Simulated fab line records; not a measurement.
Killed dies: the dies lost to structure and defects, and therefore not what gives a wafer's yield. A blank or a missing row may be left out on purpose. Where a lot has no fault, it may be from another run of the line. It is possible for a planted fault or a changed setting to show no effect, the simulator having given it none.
The tool behind it: which one? :: flow n5-finfet :: 30 wafers from 10 lots sampled at 6 of the route's 1938 steps

## WHAT THE GAUGES READ, wafer by wafer
N5_BEOL_M3_THK_MEAS_01. Usual: M3_ILD_THK 79.3 nm, standard deviation 0.88.
lot: L915
measured: day 7 14:49
on: film-metro-01
M3_ILD_THK (nm): 78.2 79.6 80.0
flag: 

lot: L916
measured: day 7 17:35
on: film-metro-02
M3_ILD_THK (nm): 78.2 79.4 79.4
flag: 

lot: L917
measured: day 7 23:56
on: film-metro-01
M3_ILD_THK (nm): 79.1 80.1 80.1
flag: 

lot: L919
measured: day 8 14:41
on: film-metro-01
M3_ILD_THK (nm): 78.7 79.5 79.6
flag: 

lot: L921
measured: day 8 18:22
on: film-metro-01
M3_ILD_THK (nm): 78.0 77.9 78.6
flag: 

lot: L925
measured: day 10 04:37
on: film-metro-02
M3_ILD_THK (nm): 70.5 79.6 70.4
flag: OFF

lot: L926
measured: day 10 05:29
on: film-metro-02
M3_ILD_THK (nm): 78.6 69.6 68.9
flag: OFF

lot: L929
measured: day 10 21:04
on: film-metro-01
M3_ILD_THK (nm): 79.4 79.4 80.1
flag: 

lot: L934
measured: day 12 03:02
on: film-metro-01
M3_ILD_THK (nm): 77.9 80.1 79.6
flag: 

lot: L935
measured: day 12 07:40
on: film-metro-02
M3_ILD_THK (nm): 78.7 78.2 80.2
flag: 

N5_BEOL_M4_RC_MEAS_101. Usual: DIBL_N 36.3 mV/V, standard deviation 1.2; DIBL_P 36.1 mV/V, standard deviation 1.6; IOFF_N 0.161 nA/um, standard deviation 0.023; IOFF_P 0.209 nA/um, standard deviation 0.027; ION_N 676 uA/um, standard deviation 8.9; ION_P 462 uA/um, standard deviation 5.3; SS_N 71.5 mV/dec, standard deviation 0.51; SS_P 73.2 mV/dec, standard deviation 0.5; VT_N 249.1 mV, standard deviation 2.5; VT_P -249.9 mV, standard deviation 2.8.
lot: L915
measured: day 8 12:03
on: prober-01
DIBL_N (mV/V): 36.8 37.7 36.8
DIBL_P (mV/V): 35.5 35.8 34.7
IOFF_N (nA/um): 0.161 0.174 0.162
IOFF_P (nA/um): 0.221 0.220 0.213
ION_N (uA/um): 675 674 664
ION_P (uA/um): 463 466 460
SS_N (mV/dec): 71.3 71.2 71.5
SS_P (mV/dec): 73.0 73.1 73.5
VT_N (mV): 250.1 250.3 248.5
VT_P (mV): -248.8 -249.0 -247.3
flag: 

lot: L916
measured: day 8 14:11
on: prober-02
DIBL_N (mV/V): 35.7 34.9 34.4
DIBL_P (mV/V): 34.7 33.4 33.8
IOFF_N (nA/um): 0.146 0.125 0.125
IOFF_P (nA/um): 0.190 0.172 0.180
ION_N (uA/um): 672 666 667
ION_P (uA/um): 463 457 464
SS_N (mV/dec): 71.5 70.9 71.1
SS_P (mV/dec): 72.8 72.9 72.9
VT_N (mV): 252.3 252.6 252.0
VT_P (mV): -249.1 -253.1 -251.7
flag: 

lot: L917
measured: day 8 17:25
on: prober-02
DIBL_N (mV/V): 35.5 34.8 36.0
DIBL_P (mV/V): 34.7 33.8 35.1
IOFF_N (nA/um): 0.126 0.121 0.137
IOFF_P (nA/um): 0.169 0.164 0.182
ION_N (uA/um): 658 664 672
ION_P (uA/um): 450 457 459
SS_N (mV/dec): 70.6 69.9 70.4
SS_P (mV/dec): 72.4 72.7 72.3
VT_N (mV): 250.9 252.8 252.8
VT_P (mV): -255.3 -255.6 -254.5
flag: 

lot: L919
measured: day 9 12:39
on: prober-02
DIBL_N (mV/V): 36.5 37.4 37.1
DIBL_P (mV/V): 35.8 37.8 37.4
IOFF_N (nA/um): 0.158 0.188 0.198
IOFF_P (nA/um): 0.203 0.239 0.240
ION_N (uA/um): 669 675 683
ION_P (uA/um): 459 459 466
SS_N (mV/dec): 71.6 71.5 71.6
SS_P (mV/dec): 73.5 73.4 74.4
VT_N (mV): 249.0 248.5 248.4
VT_P (mV): -249.5 -247.8 -247.9
flag: 

lot: L921
measured: day 9 14:19
on: prober-02
DIBL_N (mV/V): 36.9 37.7 36.9
DIBL_P (mV/V): 34.3 35.4 34.6
IOFF_N (nA/um): 0.153 0.170 0.166
IOFF_P (nA/um): 0.203 0.221 0.202
ION_N (uA/um): 670 667 674
ION_P (uA/um): 467 462 459
SS_N (mV/dec): 71.5 71.7 71.5
SS_P (mV/dec): 73.2 72.8 72.8
VT_N (mV): 249.4 247.7 250.3
VT_P (mV): -248.5 -248.0 -252.3
flag: 

lot: L925
measured: day 11 06:47
on: prober-02
DIBL_N (mV/V): 36.9 35.8 36.5
DIBL_P (mV/V): 36.3 35.2 35.7
IOFF_N (nA/um): 0.165 0.153 0.152
IOFF_P (nA/um): 0.255 0.231 0.236
ION_N (uA/um): 678 678 671
ION_P (uA/um): 471 470 467
SS_N (mV/dec): 71.0 71.1 71.5
SS_P (mV/dec): 72.7 72.7 73.2
VT_N (mV): 247.4 244.7 248.8
VT_P (mV): -244.3 -244.4 -244.2
flag: 

lot: L926
measured: day 11 01:43
on: prober-02
DIBL_N (mV/V): 38.5 38.4 36.0
DIBL_P (mV/V): 37.1 37.0 35.3
IOFF_N (nA/um): 0.182 0.186 0.138
IOFF_P (nA/um): 0.229 0.229 0.193
ION_N (uA/um): 678 671 658
ION_P (uA/um): 466 459 455
SS_N (mV/dec): 72.4 72.5 71.4
SS_P (mV/dec): 73.8 73.3 73.3
VT_N (mV): 249.7 249.1 255.3
VT_P (mV): -249.3 -247.8 -251.9
flag: 

lot: L929
measured: day 11 16:43
on: prober-01
DIBL_N (mV/V): 36.9 38.1 38.1
DIBL_P (mV/V): 35.3 37.1 36.7
IOFF_N (nA/um): 0.150 0.188 0.179
IOFF_P (nA/um): 0.187 0.223 0.210
ION_N (uA/um): 673 676 674
ION_P (uA/um): 460 454 464
SS_N (mV/dec): 70.5 71.6 71.6
SS_P (mV/dec): 72.4 73.1 73.3
VT_N (mV): 250.0 248.3 246.3
VT_P (mV): -250.0 -248.1 -252.6
flag: 

lot: L934
measured: day 12 20:45
on: prober-02
DIBL_N (mV/V): 34.3 35.8 36.0
DIBL_P (mV/V): 35.7 36.9 37.6
IOFF_N (nA/um): 0.117 0.135 0.138
IOFF_P (nA/um): 0.192 0.214 0.222
ION_N (uA/um): 663 666 673
ION_P (uA/um): 461 463 467
SS_N (mV/dec): 71.9 71.0 71.6
SS_P (mV/dec): 72.9 73.7 73.1
VT_N (mV): 254.1 254.6 254.9
VT_P (mV): -252.3 -249.9 -250.0
flag: 

lot: L935
measured: day 13 06:17
on: prober-01
DIBL_N (mV/V): 35.6 36.1 36.0
DIBL_P (mV/V): 36.5 37.8 37.2
IOFF_N (nA/um): 0.161 0.182 0.166
IOFF_P (nA/um): 0.215 0.238 0.222
ION_N (uA/um): 666 681 677
ION_P (uA/um): 461 461 462
SS_N (mV/dec): 71.9 71.8 72.7
SS_P (mV/dec): 73.0 73.9 73.7
VT_N (mV): 249.0 246.7 248.1
VT_P (mV): -250.2 -247.1 -251.9
flag: 

## WHAT TOOL EACH LOT RAN ON (gives the tool, then ch and the chambers of the sampled wafers, and finally the start)
lot: L915
N5_BEOL_M2_ANNEAL_82: pvd-sputter-01, day 7 12:17
N5_BEOL_M2_SPUTTER_86: pvd-sputter-01, day 7 12:25
N5_BEOL_M2_ANNEAL_93: pvd-sputter-01, day 7 13:10
N5_BEOL_M3_ILD_DEP_00: pecvd-03 ch 0,1, day 7 14:45

lot: L916
N5_BEOL_M2_ANNEAL_82: pvd-sputter-02, day 7 14:45
N5_BEOL_M2_SPUTTER_86: pvd-sputter-02, day 7 14:53
N5_BEOL_M2_ANNEAL_93: pvd-sputter-02, day 7 15:38
N5_BEOL_M3_ILD_DEP_00: pecvd-03 ch 0,1,2, day 7 17:31

lot: L917
N5_BEOL_M2_ANNEAL_82: pvd-sputter-01, day 7 21:31
N5_BEOL_M2_SPUTTER_86: pvd-sputter-01, day 7 21:39
N5_BEOL_M2_ANNEAL_93: pvd-sputter-01, day 7 22:23
N5_BEOL_M3_ILD_DEP_00: pecvd-03 ch 0,2, day 7 23:52

lot: L919
N5_BEOL_M2_ANNEAL_82: pvd-sputter-03, day 8 11:59
N5_BEOL_M2_SPUTTER_86: pvd-sputter-03, day 8 12:08
N5_BEOL_M2_ANNEAL_93: pvd-sputter-03, day 8 12:52
N5_BEOL_M3_ILD_DEP_00: pecvd-03 ch 0,2, day 8 14:37

lot: L921
N5_BEOL_M2_ANNEAL_82: pvd-sputter-02, day 8 15:52
N5_BEOL_M2_SPUTTER_86: pvd-sputter-02, day 8 16:00
N5_BEOL_M2_ANNEAL_93: pvd-sputter-02, day 8 16:44
N5_BEOL_M3_ILD_DEP_00: pecvd-01 ch 0,1, day 8 18:17

lot: L925
N5_BEOL_M2_ANNEAL_82: pvd-sputter-01, day 10 02:09
N5_BEOL_M2_SPUTTER_86: pvd-sputter-01, day 10 02:17
N5_BEOL_M2_ANNEAL_93: pvd-sputter-01, day 10 03:02
N5_BEOL_M3_ILD_DEP_00: pecvd-03 ch 0,1,2, day 10 04:34

lot: L926
N5_BEOL_M2_ANNEAL_82: pvd-sputter-02, day 10 03:04
N5_BEOL_M2_SPUTTER_86: pvd-sputter-02, day 10 03:13
N5_BEOL_M2_ANNEAL_93: pvd-sputter-02, day 10 03:57
N5_BEOL_M3_ILD_DEP_00: pecvd-03 ch 1,2, day 10 05:25

lot: L929
N5_BEOL_M2_ANNEAL_82: pvd-sputter-02, day 10 18:39
N5_BEOL_M2_SPUTTER_86: pvd-sputter-02, day 10 18:47
N5_BEOL_M2_ANNEAL_93: pvd-sputter-02, day 10 19:32
N5_BEOL_M3_ILD_DEP_00: pecvd-04 ch 0,1, day 10 21:00

lot: L934
N5_BEOL_M2_ANNEAL_82: pvd-sputter-03, day 12 00:10
N5_BEOL_M2_SPUTTER_86: pvd-sputter-03, day 12 00:18
N5_BEOL_M2_ANNEAL_93: pvd-sputter-03, day 12 01:02
N5_BEOL_M3_ILD_DEP_00: pecvd-01 ch 0,1,2, day 12 02:58

lot: L935
N5_BEOL_M2_ANNEAL_82: pvd-sputter-01, day 12 05:14
N5_BEOL_M2_SPUTTER_86: pvd-sputter-01, day 12 05:22
N5_BEOL_M2_ANNEAL_93: pvd-sputter-01, day 12 06:07
N5_BEOL_M3_ILD_DEP_00: pecvd-01 ch 1,2, day 12 07:35
- N5_BEOL_M2_ANNEAL_82: time 240 s.
- N5_BEOL_M2_SPUTTER_86: material Cu, target thk 4.5 nm, time 8.29 s.
- N5_BEOL_M2_ANNEAL_93: time 240 s.
- N5_BEOL_M3_ILD_DEP_00: deposits SiOC from DEMS/O2, target thk 79 nm, time 15.3 s.

## AS READ BY THE TOOLS THEMSELVES (means over the sampled wafers that have a number; for cases with no such wafer, the mark the record gives instead)
N5_BEOL_M2_ANNEAL_82. Usual: heater-power-w 801 W, standard deviation 97.
lot: L915
tool: pvd-sputter-01
heater-power-w (W): 937
flag: 

lot: L916
tool: pvd-sputter-02
heater-power-w (W): 732
flag: 

lot: L917
tool: pvd-sputter-01
heater-power-w (W): 882
flag: 

lot: L919
tool: pvd-sputter-03
heater-power-w (W): 828
flag: 

lot: L921
tool: pvd-sputter-02
heater-power-w (W): 722
flag: 

lot: L925
tool: pvd-sputter-01
heater-power-w (W): 825
flag: 

lot: L926
tool: pvd-sputter-02
heater-power-w (W): 650
flag: 

lot: L929
tool: pvd-sputter-02
heater-power-w (W): 668
flag: 

lot: L934
tool: pvd-sputter-03
heater-power-w (W): 802
flag: 

lot: L935
tool: pvd-sputter-01
heater-power-w (W): 919
flag: 

N5_BEOL_M2_SPUTTER_86. Usual: chuck-sensor-temp-C -16.0 C, standard deviation 0.43; throttle-valve-pct 29.8 %, standard deviation 1.3.
lot: L915
tool: pvd-sputter-01
chuck-sensor-temp-C (C): -15.8
throttle-valve-pct (%): 29.1
flag: 

lot: L916
tool: pvd-sputter-02
chuck-sensor-temp-C (C): -15.9
throttle-valve-pct (%): 29.9
flag: 

lot: L917
tool: pvd-sputter-01
chuck-sensor-temp-C (C): -16.2
throttle-valve-pct (%): 28.4
flag: 

lot: L919
tool: pvd-sputter-03
chuck-sensor-temp-C (C): -16.1
throttle-valve-pct (%): 30.6
flag: 

lot: L921
tool: pvd-sputter-02
chuck-sensor-temp-C (C): -16.0
throttle-valve-pct (%): 30.2
flag: 

lot: L925
tool: pvd-sputter-01
chuck-sensor-temp-C (C): -16.1
throttle-valve-pct (%): 28.3
flag: 

lot: L926
tool: pvd-sputter-02
chuck-sensor-temp-C (C): -16.2
throttle-valve-pct (%): 30.7
flag: 

lot: L929
tool: pvd-sputter-02
chuck-sensor-temp-C (C): -15.8
throttle-valve-pct (%): 30.3
flag: 

lot: L934
tool: pvd-sputter-03
chuck-sensor-temp-C (C): -15.9
throttle-valve-pct (%): 30.4
flag: 

lot: L935
tool: pvd-sputter-01
chuck-sensor-temp-C (C): -15.9
throttle-valve-pct (%): 29.1
flag: 

N5_BEOL_M2_ANNEAL_93. Usual: heater-power-w 803 W, standard deviation 95.
lot: L915
tool: pvd-sputter-01
heater-power-w (W): 927
flag: 

lot: L916
tool: pvd-sputter-02
heater-power-w (W): 734
flag: 

lot: L917
tool: pvd-sputter-01
heater-power-w (W): 869
flag: 

lot: L919
tool: pvd-sputter-03
heater-power-w (W): 836
flag: 

lot: L921
tool: pvd-sputter-02
heater-power-w (W): 726
flag: 

lot: L925
tool: pvd-sputter-01
heater-power-w (W): 833
flag: 

lot: L926
tool: pvd-sputter-02
heater-power-w (W): 655
flag: 

lot: L929
tool: pvd-sputter-02
heater-power-w (W): 673
flag: 

lot: L934
tool: pvd-sputter-03
heater-power-w (W): 796
flag: 

lot: L935
tool: pvd-sputter-01
heater-power-w (W): 928
flag: 

N5_BEOL_M3_ILD_DEP_00. Usual: chamber-pressure-Torr 4.998 Torr, standard deviation 0.012; heater-power-w 479 W, standard deviation 65; showerhead-plenum-p-Torr 5.693 Torr, standard deviation 0.015; throttle-valve-pct 11.7 %, standard deviation 0.46.
lot: L915
tool: pecvd-03
chamber-pressure-Torr (Torr): 5.007
heater-power-w (W): 437
showerhead-plenum-p-Torr (Torr): 5.697
throttle-valve-pct (%): 11.8
flag: 

lot: L916
tool: pecvd-03
chamber-pressure-Torr (Torr): 4.992
heater-power-w (W): 462
showerhead-plenum-p-Torr (Torr): 5.689
throttle-valve-pct (%): 11.6
flag: 

lot: L917
tool: pecvd-03
chamber-pressure-Torr (Torr): 4.997
heater-power-w (W): 405
showerhead-plenum-p-Torr (Torr): 5.686
throttle-valve-pct (%): 11.7
flag: 

lot: L919
tool: pecvd-03
chamber-pressure-Torr (Torr): 5.000
heater-power-w (W): 413
showerhead-plenum-p-Torr (Torr): 5.689
throttle-valve-pct (%): 11.5
flag: 

lot: L921
tool: pecvd-01
chamber-pressure-Torr (Torr): 4.991
heater-power-w (W): 473
showerhead-plenum-p-Torr (Torr): 5.704
throttle-valve-pct (%): 11.7
flag: 

lot: L925
tool: pecvd-03
chamber-pressure-Torr (Torr): 4.997
heater-power-w (W): 454
showerhead-plenum-p-Torr (Torr): 5.688
throttle-valve-pct (%): 11.8
flag: 

lot: L926
tool: pecvd-03
chamber-pressure-Torr (Torr): 4.989
heater-power-w (W): 436
showerhead-plenum-p-Torr (Torr): 5.692
throttle-valve-pct (%): 11.7
flag: 

lot: L929
tool: pecvd-04
chamber-pressure-Torr (Torr): 5.010
heater-power-w (W): 587
showerhead-plenum-p-Torr (Torr): 5.706
throttle-valve-pct (%): 12.4
flag: 

lot: L934
tool: pecvd-01
chamber-pressure-Torr (Torr): 4.993
heater-power-w (W): 478
showerhead-plenum-p-Torr (Torr): 5.694
throttle-valve-pct (%): 11.6
flag: 

lot: L935
tool: pecvd-01
chamber-pressure-Torr (Torr): 5.009
heater-power-w (W): 468
showerhead-plenum-p-Torr (Torr): 5.679
throttle-valve-pct (%): 11.3
flag: 

## THE ANSWER, worked out from the rows above alone
Rule: take the mean of a lot's wafers that have a number; if it is more than 3 standard deviations from the usual mean, the lot is off. Also off: a lot with no number at a reading for which 4 or more lots have one. All remaining lots with rows at the step are treated as sound. First the gauges in route order, then the tools' own readings, where a lot's mean is used as printed above. At the first step where some lot is off, the reading lying furthest off is the one used; lots without a number count as furthest.
Off: L925, L926, seen at N5_BEOL_M3_THK_MEAS_01 (M3_ILD_THK).
A tool fits if, at a process step before that reading, it ran every lot that is off, and no sound lot after the first of them. The gauges at N5_BEOL_M3_THK_MEAS_01 are tried like those tools. One candidate fits, namely pecvd-03 at N5_BEOL_M3_ILD_DEP_00. A fault onset in the window from L919 (day 8 14:37, its last sound lot) to L925 (day 10 04:34, its first lot off) fits.

## WHAT THE SIMULATOR HAD INSERTED
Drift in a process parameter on pecvd-03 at N5_BEOL_M3_ILD_DEP_00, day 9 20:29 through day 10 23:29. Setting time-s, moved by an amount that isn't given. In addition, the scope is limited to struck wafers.
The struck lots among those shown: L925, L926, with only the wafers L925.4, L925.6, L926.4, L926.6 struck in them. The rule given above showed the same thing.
